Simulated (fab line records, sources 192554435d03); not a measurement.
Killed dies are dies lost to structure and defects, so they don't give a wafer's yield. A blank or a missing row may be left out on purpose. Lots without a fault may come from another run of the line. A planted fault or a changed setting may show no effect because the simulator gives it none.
fab line records | flow n5_finfet | part 1 of 2: steps 1 to 27 of 38
record lots=5 wafers=15 last_day=16
route steps=1938 shown ZERO_LAYER@18 WELL_APT@20
lots that met no fault: from a run of the same line without faults
start_h: hours from the record's first day to the start of the lot's first wafer shown | wait_h: hours since the lot's step before | " the same as in the row above | L1.1+2: a row that stands for several wafers | - no value, or no start given | * or withheld: withheld | < > ~ a bound
route shown NAME@n: a module of which the file shows steps, and the number in the route of the first | usual: mean/standard deviation of fault-free wafers | same: alike in all rows | chamber/n: place in a boat | sites: the reading at each site | _std_site: their standard deviation | _edge_site: outer sites' mean less inner sites' | radius_mm: how far each site lies from the wafer's centre | mask NAME#n: copy n | behind: the tool/chamber that last shaped the wafer | hold: why the lot was held/for how many hours/how that ended | device: the transistor (n, p or np) that didn't switch | end of line: the same wafers' tests at the end of the route | a step without rows: its recipe alone | killed: dies lost to structure and defects at the first sort, not the wafer's yield | map: a wafer's dies, x killed, . not, _ none there
set.NAME: the setting as run; set.NAME@STEP: as run at that earlier step | model.NAME: the simulator's own value behind a step, which no gauge read
lots at some steps of the route; a table a step, a row a wafer
services: from which hour (start_h, from the record's first day; less than 0 if before it) a tool's chamber was out of use, for how many hours, and why
## steps
# step N5_ZERO_LAYER_STRIP_19
# recipe chemistry=SPM time_s=900 temp_c=130 h2so4_h2o2_vol_ratio=4 dry=ipa_marangoni
# columns lot.wafer tool chamber start_h wait_h
L076.3+5+6 wet_bench-04 1,4,3 24.98 0.0
L078.1+4+5 wet_bench-04 3,0,1 37.13 0.1
L084.1+3+5 wet_bench-04 0,2,1 73.02 0.1
L085.2+3+6 wet_bench-02 5,3,1 79.00 0.1
L091.2+4+5 wet_bench-02 0,2,4 115.16 0.1
# step N5_ZERO_LAYER_INSPECT_20
# recipe inspect_instrument=darkfield mode=post_clean
# usual raw_defect_count=38/18
# columns lot.wafer tool chamber start_h wait_h raw_defect_count
L076.3 defect_inspect-01 - 25.25 0.0 25
L076.5 " - " " 34
L076.6 " - " " 52
L078.1 defect_inspect-02 - 37.41 0.0 37
L078.4 " - " " 25
L078.5 " - " " 35
L084.1 defect_inspect-02 - 73.29 0.0 42
L084.3 " - " " 17
L084.5 " - " " 49
L085.2 defect_inspect-02 - 79.28 0.0 64
L085.3 " - " " 27
L085.6 " - " " 36
L091.2 defect_inspect-02 - 115.68 0.0 19
L091.4 " - " " 16
L091.5 " - " " 37
# step N5_WELL_APT_HMDS_01
# recipe time_s=60 temp_c=120
# usual resist_line_temp_C=23.00/0.1
# columns lot.wafer tool chamber start_h wait_h resist_line_temp_C
L076.3 litho_track-01 0 25.29 0.0 23.17
L076.5 " 0 " " 22.91
L076.6 " 0 " " 23.11
L078.1 litho_track-03 0 37.44 0.0 22.93
L078.4 " 0 " " 22.96
L078.5 " 0 " " 22.91
L084.1 litho_track-03 0 73.33 0.0 23.05
L084.3 " 0 " " 23.05
L084.5 " 0 " " 23.11
L085.2 litho_track-03 0 79.31 0.0 22.91
L085.3 " 0 " " 23.02
L085.6 " 0 " " 23.00
L091.2 litho_track-04 0 115.72 0.0 22.85
L091.4 " 0 " " 23.03
L091.5 " 0 " " 22.93
# step N5_WELL_APT_COAT_02
# recipe spin_rpm=1357 resist_thk_nm=950
# usual dispense_pressure_kPa=47/3.5 resist_line_temp_C=23.00/0.1
# columns lot.wafer tool chamber start_h wait_h dispense_pressure_kPa resist_line_temp_C
L076.3 litho_track-01 0 - - 51 22.95
L076.5 " 0 " " 51 22.89
L076.6 " 0 " " 51 22.99
L078.1 litho_track-03 0 - - 43 22.81
L078.4 " 0 " " 43 22.93
L078.5 " 0 " " 43 22.90
L084.1 litho_track-03 0 - - 43 22.96
L084.3 " 0 " " 43 22.89
L084.5 " 0 " " 43 22.92
L085.2 litho_track-03 0 - - 43 23.05
L085.3 " 0 " " 43 22.98
L085.6 " 0 " " 43 23.10
L091.2 litho_track-04 0 - - 46 22.90
L091.4 " 0 " " 46 23.05
L091.5 " 0 " " 46 23.02
# step N5_WELL_APT_EBR_04
# recipe solvent=PGMEA ebr_width_mm=1.5
# usual resist_line_temp_C=23.03/0.11
# columns lot.wafer tool chamber start_h wait_h resist_line_temp_C
L076.3 litho_track-01 0 - - 23.06
L076.5 " 0 " " 23.02
L076.6 " 0 " " 23.09
L078.1 litho_track-03 0 - - 22.96
L078.4 " 0 " " 22.93
L078.5 " 0 " " 22.96
L084.1 litho_track-03 0 - - 23.10
L084.3 " 0 " " 23.12
L084.5 " 0 " " 23.14
L085.2 litho_track-03 0 - - 22.91
L085.3 " 0 " " 23.09
L085.6 " 0 " " 22.88
L091.2 litho_track-04 0 - - 23.01
L091.4 " 0 " " 23.11
L091.5 " 0 " " 23.09
# step N5_WELL_APT_SOFTBAKE_03
# recipe temp_c=130 time_s=60
# usual resist_line_temp_C=23.01/0.11
# columns lot.wafer tool chamber start_h wait_h resist_line_temp_C
L076.3 litho_track-01 0 - - 22.91
L076.5 " 0 " " 22.96
L076.6 " 0 " " 22.99
L078.1 litho_track-03 0 - - 23.11
L078.4 " 0 " " 23.02
L078.5 " 0 " " 22.99
L084.1 litho_track-03 0 - - 22.92
L084.3 " 0 " " 22.90
L084.5 " 0 " " 23.07
L085.2 litho_track-03 0 - - 22.99
L085.3 " 0 " " 22.93
L085.6 " 0 " " 22.96
L091.2 litho_track-04 0 - - 22.90
L091.4 " 0 " " 23.01
L091.5 " 0 " " 23.04
# step N5_WELL_APT_EXPOSE_05
# recipe mask_id=NWELL na=0.8 source_shape=conventional sigma_outer=0.8 polarization=unpolarized defocus_nm=0 target_cd_nm=200 dose_mj=20.3
# usual reticle_temp_C=23.00/0.098
# columns lot.wafer tool chamber start_h wait_h mask reticle_temp_C
L076.3 krf_scanner-02 0 25.52 - NWELL#0 22.90
L076.5 " 0 " " NWELL#0 22.90
L076.6 " 0 " " NWELL#0 22.77
L078.1 krf_scanner-02 0 37.54 - NWELL#0 23.16
L078.4 " 0 " " NWELL#0 23.00
L078.5 " 0 " " NWELL#0 23.04
L084.1 krf_scanner-01 0 73.42 - NWELL#0 22.92
L084.3 " 0 " " NWELL#0 22.83
L084.5 " 0 " " NWELL#0 22.92
L085.2 krf_scanner-01 0 79.41 - NWELL#0 23.04
L085.3 " 0 " " NWELL#0 23.14
L085.6 " 0 " " NWELL#0 23.09
L091.2 krf_scanner-01 0 115.82 - NWELL#0 22.99
L091.4 " 0 " " NWELL#0 22.91
L091.5 " 0 " " NWELL#0 22.97
# step N5_WELL_APT_PEB_06
# recipe peb_temp_c=130 peb_time_s=90
# usual resist_line_temp_C=23.02/0.12
# same peb_time_s=90
# columns lot.wafer tool chamber start_h wait_h resist_line_temp_C
L076.3 litho_track-01 0 25.57 0.0 23.10
L076.5 " 0 " " 23.17
L076.6 " 0 " " 22.91
L078.1 litho_track-03 0 37.60 0.1 23.26
L078.4 " 0 " " 23.14
L078.5 " 0 " " 23.15
L084.1 litho_track-01 0 73.48 0.1 23.08
L084.3 " 0 " " 23.19
L084.5 " 0 " " 23.10
L085.2 litho_track-04 0 79.47 0.0 22.92
L085.3 " 0 " " 22.82
L085.6 " 0 " " 22.99
L091.2 litho_track-04 0 115.87 0.0 22.82
L091.4 " 0 " " 22.82
L091.5 " 0 " " 22.90
# step N5_WELL_APT_DEVELOP_07
# recipe develop_time_s=45 rinse_liquid=surfactant_rinse dry=air_spin dev_temp_c=21
# usual resist_line_temp_C=23.01/0.1
# columns lot.wafer tool chamber start_h wait_h resist_line_temp_C
L076.3 litho_track-01 0 - - 23.13
L076.5 " 0 " " 22.98
L076.6 " 0 " " 23.08
L078.1 litho_track-03 0 - - 22.84
L078.4 " 0 " " 23.12
L078.5 " 0 " " 22.99
L084.1 litho_track-01 0 - - 22.99
L084.3 " 0 " " 22.86
L084.5 " 0 " " 22.93
L085.2 litho_track-04 0 - - 23.06
L085.3 " 0 " " 23.10
L085.6 " 0 " " 22.93
L091.2 litho_track-04 0 - - 22.94
L091.4 " 0 " " 23.20
L091.5 " 0 " " 23.03
# step N5_WELL_APT_HARDBAKE_12
# recipe temp_c=130 time_s=120
# usual resist_line_temp_C=23.02/0.11
# columns lot.wafer tool chamber start_h wait_h resist_line_temp_C
L076.3 litho_track-01 0 - - 23.05
L076.5 " 0 " " 23.09
L076.6 " 0 " " 22.97
L078.1 litho_track-03 0 - - 22.90
L078.4 " 0 " " 22.87
L078.5 " 0 " " 23.15
L084.1 litho_track-01 0 - - 22.92
L084.3 " 0 " " 22.98
L084.5 " 0 " " 22.99
L085.2 litho_track-04 0 - - 23.02
L085.3 " 0 " " 22.93
L085.6 " 0 " " 23.19
L091.2 litho_track-04 0 - - 23.04
L091.4 " 0 " " 22.93
L091.5 " 0 " " 22.97
# step N5_WELL_APT_CD_MEAS_08
# recipe target_cd_nm=200 landing_energy_ev=500 detector=se_inlens
# usual cd_nm=199.7/1.8
# columns lot.wafer tool chamber start_h wait_h cd_nm
L076.3 cd_sem-03 0 25.68 - 200.2
L076.5 " 0 " " 204.1
L076.6 " 0 " " 202.1
L078.1 cd_sem-02 0 37.71 - 199.0
L078.4 " 0 " " 199.6
L078.5 " 0 " " 197.7
L084.1 cd_sem-03 0 73.60 - 200.1
L084.3 " 0 " " 200.7
L084.5 " 0 " " 201.3
L085.2 cd_sem-02 0 79.58 - 199.4
L085.3 " 0 " " 200.2
L085.6 " 0 " " 200.0
L091.2 cd_sem-03 0 115.99 - 200.1
L091.4 " 0 " " 197.7
L091.5 " 0 " " 196.5
# step N5_WELL_APT_OVL_MEAS_09
# recipe points_per_wafer=44
# usual NWELL_OVL=1/5
# same points_per_wafer=44
# columns lot.wafer tool chamber start_h wait_h NWELL_OVL[nm]
L076.3 overlay-02 0 25.71 0.0 4
L076.5 " 0 " " 7
L076.6 " 0 " " 7
L078.1 overlay-01 0 37.74 0.0 2
L078.4 " 0 " " -2
L078.5 " 0 " " -5
L084.1 overlay-01 0 73.63 0.0 -4
L084.3 " 0 " " -3
L084.5 " 0 " " -4
L085.2 overlay-02 0 79.61 0.0 -6
L085.3 " 0 " " -3
L085.6 " 0 " " -4
L091.2 overlay-01 0 116.02 0.0 0
L091.4 " 0 " " -3
L091.5 " 0 " " -1
# step N5_WELL_APT_INSPECT_10
# recipe mode=adi inspect_instrument=macro
# usual raw_defect_count=1.9/1.3
# columns lot.wafer tool chamber start_h wait_h raw_defect_count
L076.3 defect_inspect-01 - 25.74 0.0 1
L076.5 " - " " 2
L076.6 " - " " 2
L078.1 defect_inspect-02 - 37.77 0.0 1
L078.4 " - " " 2
L078.5 " - " " 3
L084.1 defect_inspect-01 - 73.65 0.0 4
L084.3 " - " " 0
L084.5 " - " " 5
L085.2 defect_inspect-01 - 79.64 0.0 1
L085.3 " - " " 2
L085.6 " - " " 2
L091.2 defect_inspect-02 - 116.04 0.0 1
L091.4 " - " " 1
L091.5 " - " " 3
# step N5_WELL_APT_DESCUM_13
# recipe chemistry=O2 time_s=7.9 source_power_w=50 bias_power_w=20 pressure_mtorr=20 rf_frequency_hz=2.712e+07 temp_c=40 o2_flow_sccm=225
# usual drypump_motor_current_A=5.8/0.37 oes_product_au=0.81/0.1 rf_vpp_V=243.5/1.2 showerhead_plenum_p_Torr=2.12/0.063 throttle_valve_pct=20.43/0.22
# columns lot.wafer tool chamber start_h wait_h drypump_motor_current_A oes_product_au rf_hours_counter_h rf_vpp_V showerhead_plenum_p_Torr throttle_valve_pct
L076.3 rie_diel-05 0 25.91 0.2 5.7 0.88 35 244.6 2.14 20.01
L076.5 " 3 " " 6.3 0.72 - 245.1 2.15 20.40
L076.6 " 0 " " 5.7 0.89 - 242.5 2.14 20.02
L078.1 rie_diel-05 1 37.80 0.0 5.9 0.68 250 243.0 2.05 20.72
L078.4 " 3 " " 6.2 0.72 - 244.3 2.15 20.42
L078.5 " 0 " " 5.7 0.87 - 243.2 2.14 20.05
L084.1 rie_diel-06 3 73.69 0.0 5.1 0.71 232 244.1 2.17 20.72
L084.3 " 2 " " 5.3 0.91 21 245.2 2.23 20.23
L084.5 " 3 " " 5.1 0.70 - 245.1 2.17 20.72
L085.2 rie_diel-06 1 79.67 0.0 6.1 0.72 181 241.2 1.98 20.35
L085.3 " 2 " " 5.3 0.90 22 244.2 2.23 20.22
L085.6 " 2 " " 5.3 0.91 - 246.9 2.23 20.22
L091.2 rie_diel-06 3 116.08 0.0 5.1 0.69 241 242.8 2.17 20.74
L091.4 " 0 " " 5.3 0.75 146 244.2 2.10 20.62
L091.5 " 2 " " 5.2 0.88 - 246.3 2.22 20.24
# step N5_WELL_APT_IMPLANT_14
# recipe species=P energy_kev=160 dose_cm2=1.5e+13 tilt_deg=0 rotation_deg=0
# columns lot.wafer tool chamber start_h wait_h
L076.3+5+6 implanter-01 0 26.07 0.1
L078.1+4+5 implanter-01 0 37.90 0.1
L084.1+3+5 implanter-01 0 73.79 0.1
L085.2+3+6 implanter-02 0 79.80 0.1
L091.2+4+5 implanter-02 0 116.20 0.1
# step N5_WELL_APT_IMPLANT_15
# recipe species=As energy_kev=25 dose_cm2=1.5e+13 tilt_deg=0 rotation_deg=0
# columns lot.wafer tool chamber start_h wait_h
L076.3+5+6 implanter-01 0 26.25 0.1
L078.1+4+5 implanter-01 0 38.08 0.1
L084.1+3+5 implanter-01 0 73.97 0.1
L085.2+3+6 implanter-02 0 79.98 0.1
L091.2+4+5 implanter-02 0 116.38 0.1
# step N5_WELL_APT_STRIP_16
# recipe chemistry=SPM time_s=900 temp_c=130 h2so4_h2o2_vol_ratio=4 dry=ipa_marangoni
# columns lot.wafer tool chamber start_h wait_h
L076.3+5+6 wet_bench-05 4,5,7 26.40 0.1
L078.1+4+5 wet_bench-06 7,5,0 38.30 0.2
L084.1+3+5 wet_bench-06 0,7,6 74.17 0.2
L085.2+3+6 wet_bench-01 1,6,7 80.15 0.1
L091.2+4+5 wet_bench-01 2,7,3 116.56 0.1
# step N5_WELL_APT_HMDS_18
# recipe time_s=60 temp_c=120
# usual resist_line_temp_C=23.00/0.097
# columns lot.wafer tool chamber start_h wait_h resist_line_temp_C
L076.3 litho_track-03 0 26.67 0.0 22.94
L076.5 " 0 " " 22.88
L076.6 " 0 " " 23.14
L078.1 litho_track-03 0 38.83 0.0 22.91
L078.4 " 0 " " 22.84
L078.5 " 0 " " 22.93
L084.1 litho_track-03 0 74.45 0.0 23.05
L084.3 " 0 " " 22.92
L084.5 " 0 " " 23.06
L085.2 litho_track-01 0 80.43 0.0 23.05
L085.3 " 0 " " 23.03
L085.6 " 0 " " 23.13
L091.2 litho_track-04 0 116.84 0.0 22.92
L091.4 " 0 " " 22.85
L091.5 " 0 " " 23.06
# step N5_WELL_APT_COAT_19
# recipe spin_rpm=1357 resist_thk_nm=950
# usual dispense_pressure_kPa=46/3.1 resist_line_temp_C=23.01/0.1
# columns lot.wafer tool chamber start_h wait_h dispense_pressure_kPa resist_line_temp_C
L076.3 litho_track-03 0 - - 43 23.10
L076.5 " 0 " " 43 22.94
L076.6 " 0 " " 43 22.88
L078.1 litho_track-03 0 - - 43 22.86
L078.4 " 0 " " 43 22.98
L078.5 " 0 " " 43 22.89
L084.1 litho_track-03 0 - - 43 23.08
L084.3 " 0 " " 43 23.00
L084.5 " 0 " " 43 23.11
L085.2 litho_track-01 0 - - 51 23.02
L085.3 " 0 " " 51 22.94
L085.6 " 0 " " 51 23.01
L091.2 litho_track-04 0 - - 46 22.99
L091.4 " 0 " " 46 23.08
L091.5 " 0 " " 46 23.08
# step N5_WELL_APT_EBR_21
# recipe solvent=PGMEA ebr_width_mm=1.5
# usual resist_line_temp_C=22.98/0.098
# columns lot.wafer tool chamber start_h wait_h resist_line_temp_C
L076.3 litho_track-03 0 - - 23.03
L076.5 " 0 " " 22.86
L076.6 " 0 " " 22.98
L078.1 litho_track-03 0 - - 22.87
L078.4 " 0 " " 23.03
L078.5 " 0 " " 23.10
L084.1 litho_track-03 0 - - 23.00
L084.3 " 0 " " 23.00
L084.5 " 0 " " 23.02
L085.2 litho_track-01 0 - - 23.20
L085.3 " 0 " " 22.96
L085.6 " 0 " " 22.93
L091.2 litho_track-04 0 - - 22.98
L091.4 " 0 " " 23.17
L091.5 " 0 " " 22.88
# step N5_WELL_APT_SOFTBAKE_20
# recipe temp_c=130 time_s=60
# usual resist_line_temp_C=23.00/0.11
# columns lot.wafer tool chamber start_h wait_h resist_line_temp_C
L076.3 litho_track-03 0 - - 23.05
L076.5 " 0 " " 23.04
L076.6 " 0 " " 23.09
L078.1 litho_track-03 0 - - 23.10
L078.4 " 0 " " 22.95
L078.5 " 0 " " 23.09
L084.1 litho_track-03 0 - - 23.08
L084.3 " 0 " " 23.14
L084.5 " 0 " " 23.18
L085.2 litho_track-01 0 - - 23.06
L085.3 " 0 " " 23.16
L085.6 " 0 " " 23.02
L091.2 litho_track-04 0 - - 23.04
L091.4 " 0 " " 23.00
L091.5 " 0 " " 23.10
# step N5_WELL_APT_EXPOSE_22
# recipe mask_id=PWELL na=0.8 source_shape=conventional sigma_outer=0.8 polarization=unpolarized defocus_nm=0 target_cd_nm=200 dose_mj=23.2
# usual reticle_temp_C=23.00/0.11
# columns lot.wafer tool chamber start_h wait_h mask reticle_temp_C
L076.3 krf_scanner-01 0 26.78 - PWELL#0 23.02
L076.5 " 0 " " PWELL#0 22.89
L076.6 " 0 " " PWELL#0 23.01
L078.1 krf_scanner-01 0 39.05 - PWELL#0 23.03
L078.4 " 0 " " PWELL#0 22.92
L078.5 " 0 " " PWELL#0 22.80
L084.1 krf_scanner-01 0 74.55 - PWELL#0 22.82
L084.3 " 0 " " PWELL#0 22.68
L084.5 " 0 " " PWELL#0 22.85
L085.2 krf_scanner-01 0 80.53 - PWELL#0 23.14
L085.3 " 0 " " PWELL#0 23.09
L085.6 " 0 " " PWELL#0 23.04
L091.2 krf_scanner-02 0 117.07 - PWELL#0 22.96
L091.4 " 0 " " PWELL#0 22.94
L091.5 " 0 " " PWELL#0 23.07
# step N5_WELL_APT_PEB_23
# recipe peb_temp_c=130 peb_time_s=90
# usual resist_line_temp_C=23.01/0.12
# same peb_time_s=90
# columns lot.wafer tool chamber start_h wait_h resist_line_temp_C
L076.3 litho_track-01 0 26.83 0.0 22.99
L076.5 " 0 " " 23.05
L076.6 " 0 " " 23.11
L078.1 litho_track-03 0 39.11 0.1 23.11
L078.4 " 0 " " 23.01
L078.5 " 0 " " 23.04
L084.1 litho_track-04 0 74.61 0.1 22.97
L084.3 " 0 " " 22.94
L084.5 " 0 " " 23.08
L085.2 litho_track-04 0 80.59 0.0 23.04
L085.3 " 0 " " 23.04
L085.6 " 0 " " 22.98
L091.2 litho_track-04 0 117.12 0.0 23.21
L091.4 " 0 " " 23.14
L091.5 " 0 " " 23.09
# step N5_WELL_APT_DEVELOP_24
# recipe develop_time_s=45 rinse_liquid=surfactant_rinse dry=air_spin dev_temp_c=21
# usual resist_line_temp_C=23.00/0.11
# columns lot.wafer tool chamber start_h wait_h resist_line_temp_C
L076.3 litho_track-01 0 - - 23.02
L076.5 " 0 " " 23.11
L076.6 " 0 " " 23.07
L078.1 litho_track-03 0 - - 22.96
L078.4 " 0 " " 23.06
L078.5 " 0 " " 23.02
L084.1 litho_track-04 0 - - 23.06
L084.3 " 0 " " 23.13
L084.5 " 0 " " 22.91
L085.2 litho_track-04 0 - - 23.11
L085.3 " 0 " " 22.95
L085.6 " 0 " " 22.98
L091.2 litho_track-04 0 - - 22.92
L091.4 " 0 " " 22.97
L091.5 " 0 " " 22.97
# step N5_WELL_APT_HARDBAKE_29
# recipe temp_c=130 time_s=120
# usual resist_line_temp_C=23.03/0.11
# columns lot.wafer tool chamber start_h wait_h resist_line_temp_C
L076.3 litho_track-01 0 - - 23.08
L076.5 " 0 " " 23.16
L076.6 " 0 " " 23.14
L078.1 litho_track-03 0 - - 22.82
L078.4 " 0 " " 22.96
L078.5 " 0 " " 22.86
L084.1 litho_track-04 0 - - 22.94
L084.3 " 0 " " 23.09
L084.5 " 0 " " 22.96
L085.2 litho_track-04 0 - - 23.11
L085.3 " 0 " " 23.11
L085.6 " 0 " " 23.02
L091.2 litho_track-04 0 - - 23.19
L091.4 " 0 " " 23.09
L091.5 " 0 " " 23.26
# step N5_WELL_APT_CD_MEAS_25
# recipe target_cd_nm=200 landing_energy_ev=500 detector=se_inlens
# usual cd_nm=200.0/2
# columns lot.wafer tool chamber start_h wait_h cd_nm
L076.3 cd_sem-01 0 26.95 - 201.1
L076.5 " 0 " " 203.9
L076.6 " 0 " " 200.1
L078.1 cd_sem-03 0 39.22 - 194.5
L078.4 " 0 " " 198.7
L078.5 " 0 " " 199.3
L084.1 cd_sem-01 0 74.72 - 197.7
L084.3 " 0 " " 197.9
L084.5 " 0 " " 198.7
L085.2 cd_sem-02 0 80.70 - 201.5
L085.3 " 0 " " 200.4
L085.6 " 0 " " 200.9
L091.2 cd_sem-03 0 117.23 - 199.5
L091.4 " 0 " " 201.5
L091.5 " 0 " " 200.6
# step N5_WELL_APT_OVL_MEAS_26
# recipe points_per_wafer=44
# usual PWELL_OVL=3/5.9
# same points_per_wafer=44
# columns lot.wafer tool chamber start_h wait_h PWELL_OVL[nm]
L076.3 overlay-02 0 26.98 0.0 18
L076.5 " 0 " " 15
L076.6 " 0 " " 16
L078.1 overlay-02 0 39.25 0.0 3
L078.4 " 0 " " 6
L078.5 " 0 " " 7
L084.1 overlay-02 0 74.75 0.0 -9
L084.3 " 0 " " -1
L084.5 " 0 " " -4
L085.2 overlay-02 0 80.73 0.0 -3
L085.3 " 0 " " 4
L085.6 " 0 " " 0
L091.2 overlay-01 0 117.26 0.0 1
L091.4 " 0 " " -6
L091.5 " 0 " " 7
